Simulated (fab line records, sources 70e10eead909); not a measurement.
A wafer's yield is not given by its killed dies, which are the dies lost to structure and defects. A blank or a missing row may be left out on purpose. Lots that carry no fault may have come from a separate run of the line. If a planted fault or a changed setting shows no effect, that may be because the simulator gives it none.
fab line records	flow nand_harc
[record] lots = 6	wafers = 18	last_day = 24
route steps=1159 shown A_M1@1047 A_BONDPAD@1059 END@1159
lots untouched by any fault: they come from a run of this same line in which no faults occurred
start_h: hours from the record's first day to the start of the lot's first wafer shown	wait_h: hours from the lot's prior step to this one	" identical to the entry in the row above	L1.1+2: one row covering several wafers at once	- either no value or no given start	* or withheld: withheld	< > ~ a bound
route shown NAME@n: a module of which the file shows steps, and the number in the route of the first	usual: mean/standard deviation taken from wafers without a fault	same: alike in all rows	chamber/n: place in a boat	sites: the reading at each site	_std_site: their standard deviation	_edge_site: outer sites' mean less inner sites'	radius_mm: how far each site lies from the wafer's centre	mask NAME#n: copy n	behind: tool/chamber where the wafer was last shaped	hold: the reason the lot was held/the length of the hold in hours/how it ended	device: names the non-switching transistor (n, p or np)	end of line: the tests these same wafers got at the end of their route	where a step has no rows: the recipe by itself	killed: at the first sort, the dies lost to defects and structure; wafer yield is something else	map: dies across one wafer; x = killed, . = not, _ = none there
set.NAME: the setting as run; set.NAME@STEP: as run at that earlier step	model.NAME: the simulator's own value behind a step, which no gauge read
lots at selected steps of the route; one table per step, one row per wafer
services: when a tool's chamber went out of use (start_h, in hours from the record's first day, below 0 if earlier), for how many hours, and the reason
[[steps]]
[step NHARC_A_M1_PRE_CLEAN_30]
[recipe] time_s = 30	temp_c = 280	gas = H2/He
[step NHARC_A_M1_PVD_20]
[recipe] target_thk_a = 50	bias_v = 168.6	power_w = 15000	chamber_pressure_pa = 0.12	time_s = 8.06	substrate_temp_c = 50	material = TaN
[usual] cathode_dc_power_W = 15000/2.5	chamber_pressure_pa = 0.11997/0.00027	substrate_temp_c = 50.01/0.12	throttle_valve_pct = 30.0/1
lot.wafer	tool	chamber	start_h	wait_h	cathode_dc_power_W	chamber_pressure_pa	substrate_temp_c	throttle_valve_pct
L361.2	pvd_sputter-01	-	-	-	15002	0.11993	50.08	32.1
L361.4	"	-	"	"	15002	0.1198	49.89	30.5
L361.5	"	-	"	"	15003	0.12018	49.86	29.5
L373.2	pvd_sputter-01	-	-	-	15001	0.12037	50.11	29.6
L373.4	"	-	"	"	14999	0.12019	50.15	30.8
L373.6	"	-	"	"	15000	0.12022	49.84	29.4
L371.2	pvd_sputter-01	-	-	-	15003	0.11994	49.94	30.7
L371.4	"	-	"	"	15001	0.12047	49.87	29.7
L371.6	"	-	"	"	14995	0.12006	50.16	30.9
L372.4	pvd_sputter-01	-	-	-	15003	0.11958	49.99	30.8
L372.2	"	-	"	"	15002	0.11974	49.91	32.5
L372.3	"	-	"	"	15002	0.1198	50.04	30.5
L382.3	pvd_sputter-03	-	-	-	14999	0.11995	49.99	30.3
L382.4	"	-	"	"	15005	0.1196	50.17	31.0
L382.6	"	-	"	"	15003	0.11982	50.02	30.4
L381.2	pvd_sputter-02	-	-	-	14996	0.12034	49.98	28.9
L381.3	"	-	"	"	14996	0.1197	50.08	28.2
L381.1	"	-	"	"	15000	0.11978	50.07	29.9
[step NHARC_A_M1_PVD_21]
[recipe] target_thk_a = 300	chamber_pressure_pa = 5	power_w = 5000	substrate_temp_c = 30	time_s = 20.49	material = Cu
[usual] cathode_dc_power_W = 5000.0/0.89	chamber_pressure_pa = 5.000/0.01	substrate_temp_c = 30.00/0.11	throttle_valve_pct = 30.0/1
lot.wafer	tool	chamber	start_h	wait_h	cathode_dc_power_W	chamber_pressure_pa	substrate_temp_c	throttle_valve_pct
L361.4	pvd_sputter-01	-	-	-	4999.7	5.008	29.86	30.4
L361.2	"	-	"	"	4999.4	5.011	29.98	32.3
L361.5	"	-	"	"	4999.5	4.994	29.92	30.5
L373.2	pvd_sputter-01	-	-	-	4999.9	5.003	29.89	30.3
L373.4	"	-	"	"	4999.0	5.021	30.13	30.8
L373.6	"	-	"	"	4999.0	5.020	29.73	30.7
L371.4	pvd_sputter-01	-	-	-	4999.0	5.004	29.92	30.3
L371.2	"	-	"	"	5000.3	5.006	30.07	29.6
L371.6	"	-	"	"	4999.3	4.992	30.10	30.7
L372.4	pvd_sputter-01	-	-	-	5002.1	4.985	29.90	29.4
L372.2	"	-	"	"	5000.3	5.004	29.88	32.3
L372.3	"	-	"	"	4999.7	5.008	29.81	30.6
L382.3	pvd_sputter-03	-	-	-	4999.7	4.997	30.14	30.5
L382.4	"	-	"	"	4999.4	4.995	30.08	29.7
L382.6	"	-	"	"	4999.3	4.986	29.90	30.9
L381.3	pvd_sputter-02	-	-	-	5001.3	4.994	30.01	29.7
L381.1	"	-	"	"	4999.0	5.007	29.99	29.1
L381.2	"	-	"	"	4999.7	5.015	30.15	28.0
[step NHARC_A_M1_ECD_22]
[recipe] target_thk_a = 4000	bath_temp_c = 25	material = Cu
[step NHARC_A_M1_ANNEAL_31]
[recipe] temp_c = 225	time_s = 90
[usual] wafer_temp_C_max = 226.03/0.26
lot.wafer	tool	chamber	start_h	wait_h	wafer_temp_C_max
L361.2	rtp_anneal-01	0	408.13	-	225.96
L361.4	"	0	"	"	226.05
L361.5	"	0	"	"	225.88
L373.2	rtp_anneal-02	0	472.16	0.4	226.01
L373.4	"	0	"	"	226.15
L373.6	"	0	"	"	226.04
L371.2	rtp_anneal-02	0	472.97	-	226.32
L371.4	"	0	"	"	226.02
L371.6	"	0	"	"	226.02
L372.2	rtp_anneal-01	0	475.80	-	225.89
L372.3	"	0	"	"	225.68
L372.4	"	0	"	"	225.78
L382.3	rtp_anneal-01	0	527.36	0.3	226.00
L382.4	"	0	"	"	225.99
L382.6	"	0	"	"	226.37
L381.1	rtp_anneal-02	0	527.54	0.4	226.08
L381.2	"	0	"	"	226.75
L381.3	"	0	"	"	226.06
[step NHARC_A_M1_CMP_23]
[recipe] t_overpolish_s = 20	target_thk_nm = 154.34
[usual] motor_current_A = 12.0/1.1	slurry_flow_ml_min = 150.0/0.44	time_to_endpoint_s = 29/3.8
lot.wafer	tool	chamber	start_h	wait_h	motor_current_A	slurry_flow_ml_min	time_to_endpoint_s
L361.2	cmp-01	3	408.42	-	10.9	149.9	23
L361.4	"	2	"	"	11.0	149.9	32
L361.5	"	0	"	"	13.1	150.5	31
L373.4	cmp-02	2	472.45	-	12.0	149.5	29
L373.2	"	0	"	"	14.1	150.3	26
L373.6	"	2	"	"	11.3	150.7	28
L371.4	cmp-02	0	473.32	-	14.0	149.4	22
L371.2	"	1	"	"	11.9	150.4	30
L371.6	"	2	"	"	11.7	149.6	23
L372.2	cmp-04	2	476.09	-	14.1	150.3	26
L372.3	"	3	"	"	10.3	149.6	33
L372.4	"	1	"	"	12.1	150.7	27
L382.3	cmp-02	3	527.63	-	12.8	149.7	33
L382.4	"	0	"	"	14.0	150.1	27
L382.6	"	2	"	"	11.6	150.3	30
L381.2	cmp-01	3	527.88	-	10.8	150.4	21
L381.3	"	0	"	"	11.8	150.3	29
L381.1	"	1	"	"	11.3	150.8	28
[step NHARC_A_M1_THK_MEAS_24]
[recipe] thk_meas_gauge = xrf
[usual] thk_nm = 154.4/1.9
lot.wafer	tool	chamber	start_h	wait_h	thk_nm
L361.2	film_metro-02	-	408.74	-	151.4
L361.4	"	-	"	"	155.2
L361.5	"	-	"	"	157.2
L373.2	film_metro-01	-	472.76	-	152.4
L373.4	"	-	"	"	150.8
L373.6	"	-	"	"	152.8
L371.2	film_metro-01	-	473.57	-	156.1
L371.4	"	-	"	"	150.8
L371.6	"	-	"	"	153.9
L372.2	film_metro-01	-	476.41	-	155.9
L372.3	"	-	"	"	156.9
L372.4	"	-	"	"	156.7
L382.3	film_metro-02	-	527.92	-	156.4
L382.4	"	-	"	"	154.2
L382.6	"	-	"	"	155.3
L381.1	film_metro-02	-	528.20	-	153.3
L381.2	"	-	"	"	150.8
L381.3	"	-	"	"	152.6
[step NHARC_A_M1_SRD_25]
[step NHARC_A_M1_INSPECT_27]
[usual] raw_defect_count = 465/140
lot.wafer	tool	chamber	start_h	wait_h	raw_defect_count
L361.2	defect_inspect-02	-	408.92	0.0	493
L361.4	"	-	"	"	542
L361.5	"	-	"	"	506
L373.2	defect_inspect-01	-	472.92	0.0	583
L373.4	"	-	"	"	378
L373.6	"	-	"	"	524
L371.2	defect_inspect-01	-	473.73	0.0	363
L371.4	"	-	"	"	310
L371.6	"	-	"	"	339
L372.2	defect_inspect-01	-	476.58	0.0	565
L372.3	"	-	"	"	520
L372.4	"	-	"	"	465
L382.3	defect_inspect-02	-	528.08	0.0	276
L382.4	"	-	"	"	524
L382.6	"	-	"	"	428
L381.1	defect_inspect-01	-	528.36	0.0	244
L381.2	"	-	"	"	468
L381.3	"	-	"	"	380
[step NHARC_A_M1_PRE_CLEAN_32]
[recipe] time_s = 12	temp_c = 370	rf_power_w = 300	gas = NH3
[step NHARC_A_M1_DEP_33]
[recipe] target_thk_a = 300	temp_c = 370	target_thk_nm = 30	pressure_torr = 3	flow_sccm = 200	rf_w = 450	material = SiCN
[usual] chamber_pressure_Torr = 3.000/0.0075	heater_power_outer_w = 316/63	heater_power_w = 564/93
lot.wafer	tool	chamber	start_h	wait_h	chamber_pressure_Torr	heater_power_outer_w	heater_power_w
L361.2	pecvd-04	0	409.10	0.1	3.004	215	399
L361.4	"	0	"	"	3.006	216	390
L361.5	"	0	"	"	3.000	212	398
L373.2	pecvd-03	0	473.11	0.1	3.010	381	587
L373.4	"	2	"	"	3.003	282	521
L373.6	"	0	"	"	3.011	371	586
L371.2	pecvd-02	1	473.87	0.1	3.002	399	711
L371.4	"	2	"	"	3.010	283	523
L371.6	"	0	"	"	3.016	307	566
L372.3	pecvd-04	0	476.74	0.1	2.994	230	429
L372.2	"	1	"	"	3.005	413	703
L372.4	"	1	"	"	3.001	397	731
L382.3	pecvd-03	2	528.26	0.1	2.998	309	549
L382.6	"	2	"	"	2.999	309	579
L382.4	"	0	"	"	3.004	411	618
L381.1	pecvd-02	1	528.50	0.1	2.994	428	755
L381.3	"	2	"	"	3.008	306	569
L381.2	"	0	"	"	2.991	234	473
[step NHARC_A_BONDPAD_DEP_00]
[recipe] target_thk_a = 2500	temp_c = 370	target_thk_nm = 250	pressure_torr = 3	flow_sccm = 200	rf_w = 450	material = SiCN
[usual] chamber_pressure_Torr = 3.000/0.007	heater_power_outer_w = 322/54	heater_power_w = 580/83
lot.wafer	tool	chamber	start_h	wait_h	chamber_pressure_Torr	heater_power_outer_w	heater_power_w
L361.2	pecvd-01	2	409.84	-	3.006	283	545
L361.4	"	1	"	"	3.009	295	514
L361.5	"	0	"	"	3.001	327	572
L373.2	pecvd-01	0	473.71	-	2.998	364	616
L373.6	"	1	"	"	2.998	316	559
L373.4	"	2	"	"	3.015	290	560
L371.2	pecvd-01	0	474.43	-	-	-	-
L371.6	"	1	"	"	-	-	-
L371.4	"	2	"	"	-	-	-
L372.3	pecvd-01	2	477.30	-	-	-	-
L372.2	"	0	"	"	-	-	-
L372.4	"	1	"	"	-	-	-
L382.3	pecvd-01	2	528.77	-	2.999	296	557
L382.4	"	2	"	"	2.999	300	566
L382.6	"	0	"	"	3.007	298	558
L381.1	pecvd-02	0	529.06	-	3.009	248	472
L381.2	"	1	"	"	3.005	431	753
L381.3	"	2	"	"	3.009	293	526
[step NHARC_A_BONDPAD_CMP_29]
[recipe] target_thk_nm = 200	material = SiCN
[step NHARC_END_SORT_01]
[recipe] temp_c = 25
[usual] defect_limited_yield = 95.1/1.5	killed_at_array = 29/10	killed_at_other = 0.7/1	killed_at_periphery = 3.7/2.6	killed_dies = 33/10	killed_open = 3.4/1.8	killed_short = 1.8/1.3	sort_bin_2_pct = 1.5/0.64	sort_bin_3_pct = 0.29/0.24	sort_bin_4_pct = 3.1/0.95	sort_n_pass = 644/10	sort_rim_yield_pct = 96.9/2.6	sort_yield_pct = 95.1/1.5
[same] gross_dies = 677	sort_bin_5_pct[%] = 0	sort_bin_6_pct[%] = 0	sort_bin_7_pct[%] = 0	sort_bin_8_pct[%] = 0	sort_rim_n_gross = 106.00
lot.wafer	tool	chamber	start_h	wait_h	defect_limited_yield[%]	killed_at_array	killed_at_other	killed_at_periphery	killed_dies	killed_open	killed_short	sort_bin_2_pct[%]	sort_bin_3_pct[%]	sort_bin_4_pct[%]	sort_n_pass	sort_rim_yield_pct[%]	sort_yield_pct[%]
L373.2	prober-01	0	507.44	2.8	96.9	14	0	7	21	1	2	1.3	0.15	1.6	656	99.1	96.9
L373.4	prober-01	0	509.02	3.4	95.7	20	2	7	29	1	3	0.9	0.15	3.2	648	96.2	95.7
L373.6	prober-01	0	510.60	4.0	95.0	28	1	5	34	6	2	1.3	0.59	3.1	643	99.1	95.0
L381.1	prober-01	0	561.55	2.5	95.6	23	2	5	30	1	1	1.3	0.30	2.8	647	99.1	95.6
L381.2	prober-01	0	562.34	2.8	95.7	26	1	2	29	3	1	1.2	0.30	2.8	648	92.5	95.7
L381.3	prober-01	0	563.13	3.1	94.2	35	1	3	39	3	2	2.2	0.59	3.0	638	100.0	94.2
// killed by level:class
L373.2 A_CONTACT:chamber_film_flake=5 A_CHANNEL_HOLE_D1:chamber_film_flake=3 P_ZERO_WELL:chamber_film_flake=2 P_STI:chamber_film_flake=2 A_STAIRCASE:chamber_film_flake=2 A_BLC:chamber_film_flake=2 P_M0:geometric_particle:short=1 P_M2:geometric_particle:open=1
L373.4 P_M2:chamber_film_flake=5 A_STAIRCASE:chamber_film_flake=4 A_CONTACT:chamber_film_flake=4 A_CHANNEL_HOLE_D1:chamber_film_flake=3 A_BLC:chamber_film_flake=3 A_WL_FILL:chamber_film_flake=2 P_GATE:chamber_film_flake=2 THIN_TSV:chamber_film_flake=2
L373.6 A_STAIRCASE:chamber_film_flake=5 A_CONTACT:chamber_film_flake=5 A_BLC:chamber_film_flake=4 A_ONON_D1:geometric_particle:open=2 A_CONTACT:geometric_particle:open=2 P_M2:chamber_film_flake=2 A_CHANNEL_HOLE_D1:chamber_film_flake=2 A_WL_FILL:chamber_film_flake=2
L381.1 A_CHANNEL_HOLE_D1:chamber_film_flake=21 A_CONTACT:chamber_film_flake=2 THIN_TSV:chamber_film_flake=2 P_CONTACT:geometric_particle:short=1 P_CONTACT:geometric_particle:open=1 P_ZERO_WELL:chamber_film_flake=1 P_M0:chamber_film_flake=1 P_BONDPAD:chamber_film_flake=1
L381.2 A_CHANNEL_HOLE_D1:chamber_film_flake=18 A_CONTACT:chamber_film_flake=4 A_CONTACT:geometric_particle:open=2 P_GATE:geometric_particle:open=1 A_WL_FILL:geometric_particle:short=1 P_ZERO_WELL:chamber_film_flake=1 A_STAIRCASE:chamber_film_flake=1 THIN_TSV:chamber_film_flake=1
L381.3 A_CHANNEL_HOLE_D1:chamber_film_flake=29 A_WL_FILL:geometric_particle:short=2 P_ZERO_WELL:chamber_film_flake=2 A_CONTACT:chamber_film_flake=2 P_CONTACT:geometric_particle:open=1 A_CONTACT:geometric_particle:open=1 A_M0:geometric_particle:open=1 THIN_TSV:chamber_film_flake=1
[[services]]
tool	chamber	start_h	hours	kind
pecvd-04	0	391.06	6.0	repair
cmp-02	-	391.67	0.5	repair
pvd_sputter-02	-	392.00	10.0	pm
cmp-04	-	399.00	4.0	pm
pecvd-04	-	401.86	0.2	repair
pecvd-04	2	402.85	7.6	repair
pecvd-01	1	411.68	3.7	repair
pecvd-03	1	415.32	4.3	repair
pecvd-01	-	418.00	13.0	pm
cmp-04	-	418.75	4.6	repair
cmp-02	-	424.15	4.0	pm
pecvd-04	2	431.62	4.3	repair
pecvd-04	-	441.09	1.0	repair
pvd_sputter-01	-	445.54	6.2	repair
pvd_sputter-03	-	458.00	10.0	pm
cmp-01	-	473.64	4.0	pm
pecvd-03	-	473.64	13.0	pm
cmp-01	-	478.19	0.7	repair
cmp-02	-	491.86	1.0	repair
pecvd-02	-	495.63	0.5	repair
pvd_sputter-01	-	509.78	9.3	repair
pecvd-02	-	515.21	13.0	pm
pecvd-04	1	519.17	4.4	repair
cmp-02	-	522.15	4.0	pm
[[key]]
[first_sign] step = NHARC_A_BONDPAD_DEP_00	reading = tool_record	direction = missing
effect none on later readings
met_at NHARC_A_BONDPAD_DEP_00
struck_wafers L371.2,L371.4,L371.6,L372.2,L372.3,L372.4
scrapped_behind NHARC_A_BONDPAD_THK_MEAS_30 L371.2,L371.4,L371.6,L372.2,L372.3,L372.4
onset_between 473.71 474.43
[fault] kind = skipped_step_whole	tool = pecvd-01	chamber = -	onset_h = 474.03	steps = NHARC_A_BONDPAD_DEP_00	scope = struck_lots_only
